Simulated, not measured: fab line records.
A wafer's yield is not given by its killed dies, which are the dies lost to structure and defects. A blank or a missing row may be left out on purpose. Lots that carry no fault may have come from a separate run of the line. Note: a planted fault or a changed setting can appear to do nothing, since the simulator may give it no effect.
fab line records -- flow n5_finfet -- part 2 of 2: steps 23 to 32 of 32
record: lots: 5, wafers: 15, last_day: 17
route steps=1938 shown BEOL_M13@1694 BEOL_M14@1716
lots untouched by any fault: they come from a run of this same line in which no faults occurred
start_h: hours from the record's first day to the start of the lot's first wafer shown -- wait_h: hours from the lot's prior step to this one -- " as in the row above -- L1.1+2: a single row standing in for several wafers -- - no value, or no start was given -- * or withheld: withheld -- < > ~ a bound
route shown NAME@n: NAME is a module with steps in the file, n the number in the route of the first one -- usual: average and standard deviation across the fault-free wafers -- same: alike in all rows -- chamber/n: place in a boat -- sites: readings site by site -- _std_site: the values' standard deviation -- _edge_site: the outer-site mean with the inner-site mean subtracted -- radius_mm: how far each site lies from the wafer's centre -- mask NAME#n: copy n -- behind: the last tool/chamber to shape the wafer -- hold: cause of the lot's hold/its duration in hours/its outcome -- device: whichever transistor did not switch (one of n, p or np) -- end of line: the route-end tests of the same wafers -- a step given without rows: its recipe and nothing more -- killed: the dies lost at the first sort to structure and to defects; this is not the yield of the wafer -- map: the dies of a wafer, with x for killed, . for not killed, _ for no die there
set.NAME: the setting as run; set.NAME@STEP: as run at that earlier step -- model.NAME: the simulator's own value behind a step, which no gauge read
lots at some steps of the route; a table a step, a row a wafer
services: from which hour (start_h, from the record's first day; less than 0 if before it) a tool's chamber was out of use, for how many hours, and why
== steps ==
step: N5_BEOL_M14_ILD_DEP_00
recipe: material: SiO2, target_thk_a: 11193, temp_c: 400, precursor: TEOS/O2, pressure_torr: 6.5, rf_w: 900, teos_flow_sccm: 161.4, gas: O2, flow_sccm: 2650, time_s: 237.4
usual: heater_power_w: 565/120, showerhead_plenum_p_Torr: 8.34/0.043, throttle_valve_pct: 18.8/1.3
lot.wafer,tool,chamber,start_h,wait_h,heater_power_w,showerhead_plenum_p_Torr,throttle_valve_pct
L082.2,pecvd-02,1,289.56,0.0,421,8.33,17.9
L082.3,pecvd-02,0,289.56,0.0,595,8.37,20.4
L082.4,pecvd-02,2,289.56,0.0,437,8.30,17.7
L083.1,pecvd-03,1,294.68,0.0,811,8.38,16.4
L083.3,pecvd-03,0,294.68,0.0,516,8.44,20.3
L083.6,pecvd-03,0,294.68,0.0,542,8.43,20.3
L084.2,pecvd-02,2,300.49,0.0,374,8.29,17.6
L084.3,pecvd-02,0,300.49,0.0,598,8.37,20.4
L084.4,pecvd-02,1,300.49,0.0,503,8.31,18.1
L092.1,pecvd-01,2,351.83,0.0,640,8.30,18.9
L092.3,pecvd-01,0,351.83,0.0,553,8.37,19.4
L092.5,pecvd-01,2,351.83,0.0,497,8.32,19.2
L095.2,pecvd-01,0,379.91,0.0,506,8.37,19.5
L095.4,pecvd-01,0,379.91,0.0,572,8.34,19.4
L095.6,pecvd-01,2,379.91,0.0,622,8.29,19.2
step: N5_BEOL_M14_THK_MEAS_01
recipe: reads: SiO2_of_BEOL_M14_ILD_DEP_00
usual: M14_ILD_THK: 1115/15
lot.wafer,tool,chamber,start_h,wait_h,M14_ILD_THK[nm]
L082.2,film_metro-02,-,289.75,0.1,1104
L082.3,film_metro-02,-,289.75,0.1,1098
L082.4,film_metro-02,-,289.75,0.1,1103
L083.1,film_metro-02,-,294.87,0.1,1105
L083.3,film_metro-02,-,294.87,0.1,1111
L083.6,film_metro-02,-,294.87,0.1,1120
L084.2,film_metro-02,-,300.68,0.1,1087
L084.3,film_metro-02,-,300.68,0.1,1104
L084.4,film_metro-02,-,300.68,0.1,1129
L092.1,film_metro-02,-,352.01,0.1,1119
L092.3,film_metro-02,-,352.01,0.1,1111
L092.5,film_metro-02,-,352.01,0.1,1141
L095.2,film_metro-02,-,380.10,0.1,1086
L095.4,film_metro-02,-,380.10,0.1,1102
L095.6,film_metro-02,-,380.10,0.1,1122
step: N5_BEOL_M14_COAT_58
recipe: resist: BARC, temp_c: 205, time_s: 60, spin_rpm: 1500, resist_thk_nm: 89
usual: exhaust_pa: 44.8/0.8
lot.wafer,tool,chamber,start_h,wait_h,exhaust_pa
L082.2,litho_track-05,0,289.78,0.0,45.9
L082.3,litho_track-05,0,289.78,0.0,44.4
L082.4,litho_track-05,0,289.78,0.0,44.4
L083.1,litho_track-03,0,294.90,0.0,45.1
L083.3,litho_track-03,0,294.90,0.0,44.3
L083.6,litho_track-03,0,294.90,0.0,45.4
L084.2,litho_track-05,0,300.71,0.0,43.8
L084.3,litho_track-05,0,300.71,0.0,44.0
L084.4,litho_track-05,0,300.71,0.0,44.1
L092.1,litho_track-03,0,352.05,0.0,45.8
L092.3,litho_track-03,0,352.05,0.0,45.5
L092.5,litho_track-03,0,352.05,0.0,45.5
L095.2,litho_track-03,0,380.13,0.0,44.3
L095.4,litho_track-03,0,380.13,0.0,45.3
L095.6,litho_track-03,0,380.13,0.0,44.9
step: N5_BEOL_M14_COAT_04
recipe: spin_rpm: 1704, resist_thk_nm: 800
usual: exhaust_pa: 45.1/0.9
lot.wafer,tool,chamber,start_h,wait_h,exhaust_pa
L082.2,litho_track-05,0,-,-,44.2
L082.3,litho_track-05,0,-,-,44.6
L082.4,litho_track-05,0,-,-,44.7
L083.1,litho_track-03,0,-,-,44.0
L083.3,litho_track-03,0,-,-,44.4
L083.6,litho_track-03,0,-,-,46.2
L084.2,litho_track-05,0,-,-,44.5
L084.3,litho_track-05,0,-,-,44.8
L084.4,litho_track-05,0,-,-,45.3
L092.1,litho_track-03,0,-,-,46.1
L092.3,litho_track-03,0,-,-,44.6
L092.5,litho_track-03,0,-,-,44.5
L095.2,litho_track-03,0,-,-,46.1
L095.4,litho_track-03,0,-,-,44.5
L095.6,litho_track-03,0,-,-,43.4
step: N5_BEOL_M14_EBR_06
recipe: solvent: PGMEA, ebr_width_mm: 1.5
usual: exhaust_pa: 44.9/1
lot.wafer,tool,chamber,start_h,wait_h,exhaust_pa
L082.2,litho_track-05,0,-,-,43.7
L082.3,litho_track-05,0,-,-,44.9
L082.4,litho_track-05,0,-,-,45.0
L083.1,litho_track-03,0,-,-,44.5
L083.3,litho_track-03,0,-,-,44.5
L083.6,litho_track-03,0,-,-,46.1
L084.2,litho_track-05,0,-,-,44.9
L084.3,litho_track-05,0,-,-,44.9
L084.4,litho_track-05,0,-,-,44.2
L092.1,litho_track-03,0,-,-,45.5
L092.3,litho_track-03,0,-,-,45.1
L092.5,litho_track-03,0,-,-,46.8
L095.2,litho_track-03,0,-,-,44.4
L095.4,litho_track-03,0,-,-,45.7
L095.6,litho_track-03,0,-,-,44.7
step: N5_BEOL_M14_SOFTBAKE_05
recipe: temp_c: 130, time_s: 60
usual: exhaust_pa: 45.0/0.88
lot.wafer,tool,chamber,start_h,wait_h,exhaust_pa
L082.2,litho_track-05,0,-,-,44.5
L082.3,litho_track-05,0,-,-,43.7
L082.4,litho_track-05,0,-,-,44.7
L083.1,litho_track-03,0,-,-,44.4
L083.3,litho_track-03,0,-,-,45.1
L083.6,litho_track-03,0,-,-,46.1
L084.2,litho_track-05,0,-,-,44.7
L084.3,litho_track-05,0,-,-,43.8
L084.4,litho_track-05,0,-,-,44.5
L092.1,litho_track-03,0,-,-,45.0
L092.3,litho_track-03,0,-,-,45.9
L092.5,litho_track-03,0,-,-,43.5
L095.2,litho_track-03,0,-,-,45.2
L095.4,litho_track-03,0,-,-,44.9
L095.6,litho_track-03,0,-,-,45.8
step: N5_BEOL_M14_EXPOSE_07
recipe: mask_id: V13, na: 0.8, source_shape: annular, sigma_inner: 0.5, sigma_outer: 0.8, polarization: unpolarized, attpsm_phase_deg: 180, dose_mj: 57
usual: focus_offset_nm: 0.1/0.55
same: na: 0.8
lot.wafer,tool,chamber,start_h,wait_h,mask,focus_offset_nm
L082.2,krf_scanner-02,0,290.01,-,V13#0,0.1
L082.3,krf_scanner-02,0,290.01,-,V13#0,-0.1
L082.4,krf_scanner-02,0,290.01,-,V13#0,0.5
L083.1,krf_scanner-02,0,295.00,-,V13#0,-0.3
L083.3,krf_scanner-02,0,295.00,-,V13#0,0.1
L083.6,krf_scanner-02,0,295.00,-,V13#0,-0.3
L084.2,krf_scanner-01,0,300.94,-,V13#0,0.6
L084.3,krf_scanner-01,0,300.94,-,V13#0,0.4
L084.4,krf_scanner-01,0,300.94,-,V13#0,1.3
L092.1,krf_scanner-02,0,352.15,-,V13#0,0.4
L092.3,krf_scanner-02,0,352.15,-,V13#0,0.4
L092.5,krf_scanner-02,0,352.15,-,V13#0,0.8
L095.2,krf_scanner-02,0,380.24,-,V13#0,0.4
L095.4,krf_scanner-02,0,380.24,-,V13#0,0.1
L095.6,krf_scanner-02,0,380.24,-,V13#0,-0.5
step: N5_BEOL_M14_PEB_08
recipe: peb_temp_c: 130, peb_time_s: 90
usual: exhaust_pa: 45.1/0.88
lot.wafer,tool,chamber,start_h,wait_h,exhaust_pa
L082.2,litho_track-02,0,290.07,0.0,45.1
L082.3,litho_track-02,0,290.07,0.0,44.6
L082.4,litho_track-02,0,290.07,0.0,44.9
L083.1,litho_track-05,0,295.06,0.1,43.7
L083.3,litho_track-05,0,295.06,0.1,44.8
L083.6,litho_track-05,0,295.06,0.1,43.8
L084.2,litho_track-05,0,301.00,0.0,46.4
L084.3,litho_track-05,0,301.00,0.0,46.0
L084.4,litho_track-05,0,301.00,0.0,46.1
L092.1,litho_track-03,0,352.21,0.1,43.6
L092.3,litho_track-03,0,352.21,0.1,44.0
L092.5,litho_track-03,0,352.21,0.1,43.4
L095.2,litho_track-05,0,380.29,0.0,45.4
L095.4,litho_track-05,0,380.29,0.0,46.0
L095.6,litho_track-05,0,380.29,0.0,44.9
step: N5_BEOL_M14_DEVELOP_09
recipe: develop_time_s: 45, rinse_liquid: diw, dry: air_spin, dev_temp_c: 21
usual: developer_temp_C: 21.01/0.097, exhaust_pa: 44.8/0.99
lot.wafer,tool,chamber,start_h,wait_h,developer_temp_C,exhaust_pa
L082.2,litho_track-02,0,-,-,20.99,44.0
L082.3,litho_track-02,0,-,-,20.96,46.3
L082.4,litho_track-02,0,-,-,20.91,45.9
L083.1,litho_track-05,0,-,-,21.12,46.8
L083.3,litho_track-05,0,-,-,21.03,46.1
L083.6,litho_track-05,0,-,-,21.11,47.7
L084.2,litho_track-05,0,-,-,21.13,44.7
L084.3,litho_track-05,0,-,-,20.99,43.8
L084.4,litho_track-05,0,-,-,20.99,44.6
L092.1,litho_track-03,0,-,-,20.86,44.0
L092.3,litho_track-03,0,-,-,20.87,44.5
L092.5,litho_track-03,0,-,-,20.96,44.9
L095.2,litho_track-05,0,-,-,21.02,45.0
L095.4,litho_track-05,0,-,-,20.94,44.9
L095.6,litho_track-05,0,-,-,20.99,43.7
step: N5_BEOL_M14_HARDBAKE_14
recipe: temp_c: 130, time_s: 120
usual: exhaust_pa: 45.1/0.83
lot.wafer,tool,chamber,start_h,wait_h,exhaust_pa
L082.2,litho_track-02,0,-,-,45.5
L082.3,litho_track-02,0,-,-,44.5
L082.4,litho_track-02,0,-,-,44.2
L083.1,litho_track-05,0,-,-,44.6
L083.3,litho_track-05,0,-,-,46.3
L083.6,litho_track-05,0,-,-,44.0
L084.2,litho_track-05,0,-,-,43.2
L084.3,litho_track-05,0,-,-,45.5
L084.4,litho_track-05,0,-,-,45.2
L092.1,litho_track-03,0,-,-,44.4
L092.3,litho_track-03,0,-,-,44.4
L092.5,litho_track-03,0,-,-,42.9
L095.2,litho_track-05,0,-,-,44.6
L095.4,litho_track-05,0,-,-,45.1
L095.6,litho_track-05,0,-,-,44.0
== services ==
tool,chamber,start_h,hours,kind
rie_diel-01,0,277.94,1.8,repair
rie_diel-01,3,279.67,7.2,repair
cmp-02,-,280.94,4.0,pm
pvd_sputter-01,-,281.97,1.4,repair
plasma_asher-01,-,285.69,9.2,pm
rie_diel-02,3,292.71,8.2,repair
cmp-04,-,294.42,4.0,pm
krf_scanner-02,-,295.81,0.8,pm
krf_scanner-02,-,297.18,3.6,pm
krf_scanner-02,-,303.18,1.0,pm
krf_scanner-02,-,309.57,1.3,pm
rie_diel-02,2,316.58,4.0,repair
ecd_cu-01,-,317.14,8.0,repair
cmp-03,-,319.36,1.1,repair
pvd_sputter-01,-,327.03,2.4,repair
pecvd-03,-,329.53,5.4,repair
cmp-04,-,330.52,2.3,repair
wet_bench-01,-,343.80,3.6,repair
cmp-04,-,345.16,2.9,repair
krf_scanner-01,-,357.03,0.8,pm
wet_bench-04,-,361.56,0.6,repair
pvd_sputter-02,-,370.99,0.6,repair
pecvd-04,-,371.92,0.8,repair
krf_scanner-01,-,377.34,0.9,repair
